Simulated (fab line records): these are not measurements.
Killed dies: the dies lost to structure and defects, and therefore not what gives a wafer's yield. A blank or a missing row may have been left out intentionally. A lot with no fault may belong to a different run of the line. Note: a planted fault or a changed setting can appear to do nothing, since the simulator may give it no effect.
fab line records	flow nandHarc
[record] lots = 6	wafers = 18	lastDay = 33
route steps=1302 shown A_CHANNEL_FILL_D1@507 A_DECK1_JOINT@518 END@1302
lots with no fault: from the same line, run without faults
startH: hours from the record's opening day to when the first of the lot's shown wafers began	waitH: how many hours have passed since the lot's step before this one	" same as the row above	L1.1+2: several wafers, shown together as one row	- either no value or no given start	* or withheld: withheld	< > ~ a bound
route shown NAME@n: names a module that has steps shown in the file, with the first one's number in the route	usual: mean/standard deviation of fault-free wafers	same: alike in all rows	chamber/n: place in a boat	sites: per-site readings	_std_site: standard deviation across them	_edge_site: the outer-site mean with the inner-site mean subtracted	radiusMm: for every site, how far away it sits from the centre of the wafer	mask NAME#n: copy n	behind: the last tool/chamber to shape the wafer	hold: the reason the lot was held/the length of the hold in hours/how it ended	device: transistor that didn't switch, given as n, p or np	end of line: tests of these same wafers at the route's end	a step without rows: its recipe alone	killed: dies that structure and defects cost at the first sort, which is not the same as the wafer's yield	map: the dies of a wafer, with x for killed, . for not killed, _ for no die there
set.NAME: the setting as run; set.NAME@STEP: as run at that earlier step	model.NAME: the simulator's own value behind a step, which no gauge read
certain route steps with their lots: each step a table, each wafer a row
services: when a tool's chamber went out of use (startH, in hours from the record's first day, below 0 if earlier), for how many hours, and the reason
[[steps]]
[step NHARC_A_CHANNEL_FILL_D1_ALD_25]
[recipe] targetThkA = 600	pulseTimeS = 10	aldCycles = 600	tempC = 300	material = SiOx
[usual] heaterPowerW = 462/32	precursorPulseHeightRel = 1.001/0.019
[same] pulseTimeS = 10
lot.wafer	tool	chamber	startH	waitH	heaterPowerW	precursorPulseHeightRel
L820.2	aldHk-03	2	303.57	0.7	462	0.980
L820.4	"	3	"	"	446	1.013
L820.5	"	2	306.00	3.1	454	1.010
L823.1	aldHk-03	2	334.97	0.1	453	0.987
L823.2	"	3	"	"	442	1.008
L823.4	"	0	"	"	399	1.007
L826.1	aldHk-03	1	371.89	0.1	465	1.011
L826.3	"	2	"	"	470	0.998
L826.4	"	3	"	"	443	1.018
L827.3	aldHk-02	0	372.61	0.8	468	0.984
L827.5	"	3	374.47	2.6	473	1.005
L827.6	"	0	"	"	470	1.004
L828.3	aldHk-03	0	384.33	0.0	415	1.002
L828.5	"	0	386.77	2.5	419	0.973
L828.6	"	1	"	"	445	0.966
L835.2	aldHk-02	3	462.07	0.7	478	0.982
L835.1	"	1	463.31	1.9	441	0.976
L835.6	"	2	"	"	422	1.035
[step NHARC_A_CHANNEL_FILL_D1_ETCHBACK_08]
[recipe] targetDepthA = 2200	timeS = 110	c4f8FlowSccm = 20	arFlowSccm = withheld	rfW = 600	biasW = 300	chemistry = C4F8
[usual] chamberPressureMTorr = 24.998/0.021	oesProductAu = 0.95/0.036	rfVppV = 439.3/1.9
lot.wafer	tool	chamber	startH	waitH	chamberPressureMTorr	oesProductAu	rfHoursCounterH	rfVppV
L820.4	rieDiel-02	0	-	-	24.983	0.98	4.7	442.3
L820.2	"	2	"	"	24.986	1.00	4.7	442.0
L820.5	"	3	"	"	24.987	1.01	-	436.3
L823.4	rieDiel-13	0	-	-	25.031	0.99	7.1	436.7
L823.1	"	2	"	"	24.974	0.99	7.5	439.6
L823.2	"	3	"	"	25.002	1.01	6.6	441.9
L826.1	rieDiel-03	2	-	-	24.969	1.01	5.5	443.0
L826.4	"	3	"	"	24.996	1.00	6.4	440.8
L826.3	"	1	"	"	24.979	0.99	5.6	436.5
L827.3	rieDiel-13	0	-	-	25.038	0.92	0.9	437.7
L827.6	"	2	"	"	25.007	0.92	-	438.9
L827.5	"	3	"	"	25.006	0.92	-	440.0
L828.3	rieDiel-13	3	-	-	25.000	0.92	0.9	440.8
L828.6	"	1	"	"	24.999	0.92	-	439.5
L828.5	"	2	"	"	24.998	0.91	-	439.4
L835.2	rieDiel-13	0	-	-	24.994	0.93	4.5	438.4
L835.1	"	1	"	"	24.990	0.93	3.7	438.4
L835.6	"	0	"	"	25.025	0.93	-	436.9
[step NHARC_A_CHANNEL_FILL_D1_STRIP_29]
[recipe] timeS = 20	o2FlowSccm = 500	arFlowSccm = 0	biasW = 0	chemistry = O2
[usual] drypumpMotorCurrentA = 5.7/0.42	oesProductAu = 0.997/0.011	rfVppV = 57.6/0.79	showerheadPlenumPTorr = 3.45/0.098	throttleValvePct = 17.037/0.0094
lot.wafer	tool	chamber	startH	waitH	drypumpMotorCurrentA	oesProductAu	rfHoursCounterH	rfVppV	showerheadPlenumPTorr	throttleValvePct
L820.2	rieDiel-02	1	-	-	6.1	1.008	4.4	57.8	3.49	17.038
L820.4	"	3	"	"	5.9	1.004	5.1	58.4	3.42	17.034
L820.5	"	1	"	"	6.0	1.008	-	58.7	3.49	17.039
L823.4	rieDiel-13	1	-	-	6.3	1.002	7.8	58.9	3.38	17.047
L823.2	"	2	"	"	5.2	0.982	7.5	57.3	3.46	17.017
L823.1	"	3	"	"	5.6	1.005	6.6	58.5	3.57	17.020
L826.3	rieDiel-03	2	-	-	5.8	0.994	5.5	57.2	3.63	17.037
L826.4	"	0	"	"	5.2	0.993	6.6	57.4	3.49	17.040
L826.1	"	1	"	"	5.8	1.000	5.6	57.4	3.31	17.028
L827.3	rieDiel-13	3	-	-	5.7	0.990	0.7	57.6	3.57	17.051
L827.5	"	2	"	"	5.2	0.980	-	56.9	3.46	17.023
L827.6	"	3	"	"	5.6	0.990	-	57.3	3.57	17.050
L828.3	rieDiel-13	2	-	-	5.2	0.998	1.1	57.8	3.46	17.045
L828.5	"	3	"	"	5.6	1.008	-	57.2	3.57	17.057
L828.6	"	0	"	"	5.5	0.993	-	57.4	3.32	17.042
L835.1	rieDiel-13	2	-	-	5.2	0.988	4.3	58.0	3.45	17.012
L835.2	"	3	"	"	5.6	0.995	4.5	57.7	3.57	17.041
L835.6	"	2	"	"	5.2	0.996	-	55.4	3.45	17.042
[step NHARC_A_CHANNEL_FILL_D1_PRECLEAN_30]
[recipe] timeS = 30	chemistry = dHF
[step NHARC_A_CHANNEL_FILL_D1_SRD_31]
[step NHARC_A_CHANNEL_FILL_D1_CVD_09]
[recipe] targetThkA = 1500	tempC = 620	pressureMtorr = 200	timeS = 3000	material = poly-Si
[step NHARC_A_CHANNEL_FILL_D1_CMP_10]
[recipe] targetThkNm = 150
[usual] motorCurrentA = 11.8/1.1	retainingRingPressureFrac = 1.000/0.0057	timeToEndpointS = 14.6/2.4
lot.wafer	tool	chamber	startH	waitH	motorCurrentA	retainingRingPressureFrac	timeToEndpointS
L820.2	cmp-03	3	314.20	0.4	9.6	0.992	16.1
L820.4	"	1	"	"	10.7	0.997	13.5
L820.5	"	3	"	"	9.3	1.002	18.6
L823.2	cmp-03	2	346.48	0.4	12.7	1.008	15.9
L823.1	"	0	"	"	13.3	0.993	14.7
L823.4	"	1	"	"	11.5	1.010	10.6
L826.1	cmp-04	3	383.35	0.4	11.2	0.992	15.4
L826.4	"	0	"	"	11.6	1.008	18.9
L826.3	"	1	"	"	12.3	1.003	16.1
L827.3	cmp-03	3	383.35	0.4	10.0	1.008	16.2
L827.6	"	3	"	"	9.5	1.008	15.8
L827.5	"	0	"	"	13.2	0.988	11.9
L828.3	cmp-04	2	395.66	0.4	11.7	0.999	19.2
L828.5	"	1	"	"	12.8	1.004	14.9
L828.6	"	2	"	"	12.3	1.003	20.1
L835.1	cmp-03	3	472.92	0.4	10.1	0.995	15.6
L835.2	"	1	"	"	10.8	1.000	14.2
L835.6	"	3	"	"	9.6	1.004	15.6
[step NHARC_A_CHANNEL_FILL_D1_SRD_12]
[step NHARC_A_CHANNEL_FILL_D1_INSPECT_13]
[usual] rawDefectCount = 317/140
lot.wafer	tool	chamber	startH	waitH	rawDefectCount
L820.2	defectInspect-01	-	314.61	0.0	542
L820.4	"	-	"	"	326
L820.5	"	-	"	"	669
L823.1	defectInspect-02	-	346.89	0.0	155
L823.2	"	-	"	"	143
L823.4	"	-	"	"	196
L826.1	defectInspect-02	-	383.77	0.0	228
L826.3	"	-	"	"	293
L826.4	"	-	"	"	211
L827.3	defectInspect-02	-	383.77	0.0	458
L827.5	"	-	"	"	204
L827.6	"	-	"	"	281
L828.3	defectInspect-02	-	396.06	0.0	482
L828.5	"	-	"	"	685
L828.6	"	-	"	"	644
L835.1	defectInspect-02	-	473.31	0.0	220
L835.2	"	-	"	"	254
L835.6	"	-	"	"	293
[step NHARC_A_DECK1_JOINT_ETCHBACK_07]
[recipe] targetDepthA = 1050	timeS = 26.9	hbrFlowSccm = 150	rfW = 350	icpW = 350	biasW = 60	chemistry = HBr
[usual] biasW = 60.02/0.17	chamberPressureMTorr = 14.999/0.013	drypumpMotorCurrentA = 5.8/0.45	oesProductAu = 1.000/0.0076	throttleValvePct = 23.266/0.0098
lot.wafer	tool	chamber	startH	waitH	biasW	chamberPressureMTorr	drypumpMotorCurrentA	oesProductAu	rfHoursCounterH	throttleValvePct
L820.2	rieSi-04	0	314.70	0.1	59.83	14.993	5.7	1.004	1.1	23.264
L820.4	"	1	"	"	60.34	14.995	6.0	0.998	0.9	23.262
L820.5	"	2	"	"	60.08	15.023	5.2	1.015	-	23.283
L823.1	rieSi-06	2	346.95	0.1	60.34	14.987	5.5	0.999	0.6	23.266
L823.2	"	0	"	"	60.04	14.981	6.4	1.006	0.7	23.264
L823.4	"	1	"	"	59.99	15.008	6.5	1.002	0.6	23.266
L826.1	rieSi-03	1	383.83	0.1	60.18	15.013	6.5	1.002	1.0	23.255
L826.3	"	2	"	"	60.21	14.983	5.4	0.996	1.0	23.264
L826.4	"	3	"	"	60.19	14.986	6.2	0.988	0.9	23.268
L827.3	rieSi-04	1	383.86	0.1	-	-	-	-	-	-
L827.6	"	3	"	"	-	-	-	-	-	-
L827.5	"	0	"	"	-	-	-	-	-	-
L828.3	rieSi-04	0	396.13	0.1	-	-	-	-	-	-
L828.5	"	3	"	"	-	-	-	-	-	-
L828.6	"	0	"	"	-	-	-	-	-	-
L835.2	rieSi-06	3	473.39	0.1	59.74	15.034	5.9	1.003	0.2	23.270
L835.1	"	0	"	"	60.17	15.003	6.4	0.995	0.2	23.258
L835.6	"	3	"	"	60.25	15.027	5.9	1.008	-	23.278
[step NHARC_A_DECK1_JOINT_ETCH_25]
[recipe] targetDepthA = 5	chemistry = dHF	material = SiO2
[step NHARC_END_SORT_01]
[recipe] tempC = 25
[usual] killedAtArray = 58/20	killedAtOther = 1.0/1.2	killedAtPeriphery = 4.1/3	killedDies = 63/20	killedOpen = 3.2/1.7	killedShort = 2.5/1.5
[same] grossDies = 677
lot.wafer	tool	chamber	startH	waitH	killedAtArray	killedAtOther	killedAtPeriphery	killedDies	killedOpen	killedShort
L827.3	prober-02	0	702.33	3.1	667	0	10	677	1	3
L827.5	prober-02	0	703.97	3.8	666	0	11	677	3	4
L827.6	prober-02	0	704.79	4.1	672	0	5	677	2	2
L828.3	prober-02	0	720.22	3.1	673	2	2	677	2	6
L828.5	prober-02	0	721.82	3.7	673	2	2	677	3	1
L828.6	prober-02	0	722.61	4.0	673	2	2	677	3	2
// killed by level:class
L827.3 A_DECK1_JOINT:areaEtchback=600 A_CHANNEL_HOLE_D1:chamberFilmFlake=25 A_CHANNEL_HOLE_D2:chamberFilmFlake=24 P_M2:chamberFilmFlake=7 A_CONTACT:chamberFilmFlake=6 A_CHANNEL_FILL_D1:chamberFilmFlake=4 A_SOURCE_PLATE:geometricParticle:short=1 A_DECK1_JOINT:geometricParticle:short=1
L827.5 A_DECK1_JOINT:areaEtchback=599 A_CHANNEL_HOLE_D1:chamberFilmFlake=25 A_CHANNEL_HOLE_D2:chamberFilmFlake=25 P_M2:chamberFilmFlake=7 A_CONTACT:chamberFilmFlake=7 A_SLIT:chamberFilmFlake=3 A_CHANNEL_FILL_D2:chamberFilmFlake=2 P_STI:geometricParticle:short=1
L827.6 A_DECK1_JOINT:areaEtchback=613 A_CHANNEL_HOLE_D2:chamberFilmFlake=23 A_CHANNEL_HOLE_D1:chamberFilmFlake=20 A_CONTACT:chamberFilmFlake=9 A_CHANNEL_FILL_D1:chamberFilmFlake=3 P_M2:chamberFilmFlake=2 P_M1:geometricParticle:short=1 A_DECK1_JOINT:geometricParticle:open=1
L828.3 A_DECK1_JOINT:areaEtchback=623 A_CHANNEL_HOLE_D2:chamberFilmFlake=25 A_CONTACT:chamberFilmFlake=6 A_CHANNEL_HOLE_D1:chamberFilmFlake=4 A_CHANNEL_FILL_D2:geometricParticle:short=3 A_SLIT:chamberFilmFlake=3 A_STAIRCASE:chamberFilmFlake=2 THIN_TSV:chamberFilmFlake=2
L828.5 A_DECK1_JOINT:areaEtchback=624 A_CHANNEL_HOLE_D2:chamberFilmFlake=21 A_CHANNEL_HOLE_D1:chamberFilmFlake=10 A_CONTACT:chamberFilmFlake=8 A_SLIT:chamberFilmFlake=4 THIN_TSV:chamberFilmFlake=2 A_ONON_D1:geometricParticle:short=1 A_CHANNEL_FILL_D2:geometricParticle:open=1
L828.6 A_DECK1_JOINT:areaEtchback=621 A_CHANNEL_HOLE_D2:chamberFilmFlake=26 A_CHANNEL_HOLE_D1:chamberFilmFlake=14 A_CONTACT:chamberFilmFlake=6 A_SLIT:chamberFilmFlake=2 THIN_TSV:chamberFilmFlake=2 P_GATE:geometricParticle:open=1 A_CHANNEL_FILL_D1:geometricParticle:open=1
// map L827.3 (x killed, . not)
____________x____________
_________xxxxxxx_________
_______xxxxxxxxxxx_______
______xxxxxxxxxxxxx______
_____xxxxxxxxxxxxxxx_____
____xxxxxxxxxxxxxxxxx____
____xxxxxxxxxxxxxxxxx____
___xxxxxxxxxxxxxxxxxxx___
___xxxxxxxxxxxxxxxxxxx___
__xxxxxxxxxxxxxxxxxxxxx__
__xxxxxxxxxxxxxxxxxxxxx__
_xxxxxxxxxxxxxxxxxxxxxxx_
_xxxxxxxxxxxxxxxxxxxxxxx_
_xxxxxxxxxxxxxxxxxxxxxxx_
_xxxxxxxxxxxxxxxxxxxxxxx_
_xxxxxxxxxxxxxxxxxxxxxxx_
xxxxxxxxxxxxxxxxxxxxxxxxx
xxxxxxxxxxxxxxxxxxxxxxxxx
xxxxxxxxxxxxxxxxxxxxxxxxx
xxxxxxxxxxxxxxxxxxxxxxxxx
xxxxxxxxxxxxxxxxxxxxxxxxx
_xxxxxxxxxxxxxxxxxxxxxxx_
_xxxxxxxxxxxxxxxxxxxxxxx_
_xxxxxxxxxxxxxxxxxxxxxxx_
_xxxxxxxxxxxxxxxxxxxxxxx_
_xxxxxxxxxxxxxxxxxxxxxxx_
__xxxxxxxxxxxxxxxxxxxxx__
__xxxxxxxxxxxxxxxxxxxxx__
___xxxxxxxxxxxxxxxxxxx___
___xxxxxxxxxxxxxxxxxxx___
____xxxxxxxxxxxxxxxxx____
____xxxxxxxxxxxxxxxxx____
_____xxxxxxxxxxxxxxx_____
______xxxxxxxxxxxxx______
_______xxxxxxxxxxx_______
_________xxxxxxx_________
____________x____________
// map L828.3 (x killed, . not)
____________x____________
_________xxxxxxx_________
_______xxxxxxxxxxx_______
______xxxxxxxxxxxxx______
_____xxxxxxxxxxxxxxx_____
____xxxxxxxxxxxxxxxxx____
____xxxxxxxxxxxxxxxxx____
___xxxxxxxxxxxxxxxxxxx___
___xxxxxxxxxxxxxxxxxxx___
__xxxxxxxxxxxxxxxxxxxxx__
__xxxxxxxxxxxxxxxxxxxxx__
_xxxxxxxxxxxxxxxxxxxxxxx_
_xxxxxxxxxxxxxxxxxxxxxxx_
_xxxxxxxxxxxxxxxxxxxxxxx_
_xxxxxxxxxxxxxxxxxxxxxxx_
_xxxxxxxxxxxxxxxxxxxxxxx_
xxxxxxxxxxxxxxxxxxxxxxxxx
xxxxxxxxxxxxxxxxxxxxxxxxx
xxxxxxxxxxxxxxxxxxxxxxxxx
xxxxxxxxxxxxxxxxxxxxxxxxx
xxxxxxxxxxxxxxxxxxxxxxxxx
_xxxxxxxxxxxxxxxxxxxxxxx_
_xxxxxxxxxxxxxxxxxxxxxxx_
_xxxxxxxxxxxxxxxxxxxxxxx_
_xxxxxxxxxxxxxxxxxxxxxxx_
_xxxxxxxxxxxxxxxxxxxxxxx_
__xxxxxxxxxxxxxxxxxxxxx__
__xxxxxxxxxxxxxxxxxxxxx__
___xxxxxxxxxxxxxxxxxxx___
___xxxxxxxxxxxxxxxxxxx___
____xxxxxxxxxxxxxxxxx____
____xxxxxxxxxxxxxxxxx____
_____xxxxxxxxxxxxxxx_____
______xxxxxxxxxxxxx______
_______xxxxxxxxxxx_______
_________xxxxxxx_________
____________x____________
[[services]]
tool	chamber	startH	hours	kind
rieDiel-03	-	281.30	9.0	pm
cmp-04	-	307.02	4.0	pm
rieDiel-13	-	342.00	9.0	pm
rieSi-04	-	342.00	9.0	pm
aldHk-02	-	350.48	10.0	pm
cmp-03	-	358.00	4.0	pm
cmp-04	-	360.92	1.2	repair
rieDiel-02	0	367.98	10.0	repair
cmp-04	-	377.60	1.0	repair
rieSi-06	3	377.71	8.4	repair
rieSi-06	0	382.69	7.9	repair
rieDiel-13	3	387.48	1.3	repair
rieDiel-02	1	387.77	2.5	repair
rieDiel-03	2	391.59	41.4	repair
aldHk-03	-	392.17	10.0	pm
rieDiel-02	-	393.70	9.0	pm
cmp-03	-	400.48	2.3	repair
cmp-04	-	405.02	4.0	pm
rieDiel-02	1	424.04	4.2	repair
rieSi-06	-	426.00	9.0	pm
rieSi-06	-	442.16	0.4	repair
rieDiel-13	1	455.85	7.9	repair
cmp-03	-	456.00	4.0	pm
rieDiel-03	-	458.30	9.0	pm
[[key]]
[firstSign] step = NHARC_A_DECK1_JOINT_ETCHBACK_07	reading = toolRecord	direction = missing
[effect] step = NHARC_END_SORT_01	reading = killedDies	direction = up	sigmas = 31	usual = 63	struck = 677
[moreKillsBornAt] NHARC_A_DECK1_JOINT_ETCHBACK_07@rieSi-04 = 3678
metAt NHARC_A_DECK1_JOINT_ETCHBACK_07
struckWafers L827.3,L827.5,L827.6,L828.3,L828.5,L828.6
laterRowsLeftOut L827.3,L827.5,L827.6,L828.3,L828.5,L828.6
testerLeftOut L827,L828
onsetBetween 314.70 383.86
[fault] kind = skippedStepWhole	tool = rieSi-04	chamber = -	onsetH = 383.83	steps = NHARC_A_DECK1_JOINT_ETCHBACK_07	scope = struckLotsOnly
// testerLeftOut: of these lots the tester's yield and bins aren't shown, on N5 and GAA mostly nor the transistor test; their killed dies are dies lost to structure and defects alone, not to doping, threshold or leakage, so they don't give the yield
// laterRowsLeftOut: the simulator's readings of these wafers behind a module that went badly wrong aren't trusted and aren't shown, but for the sort
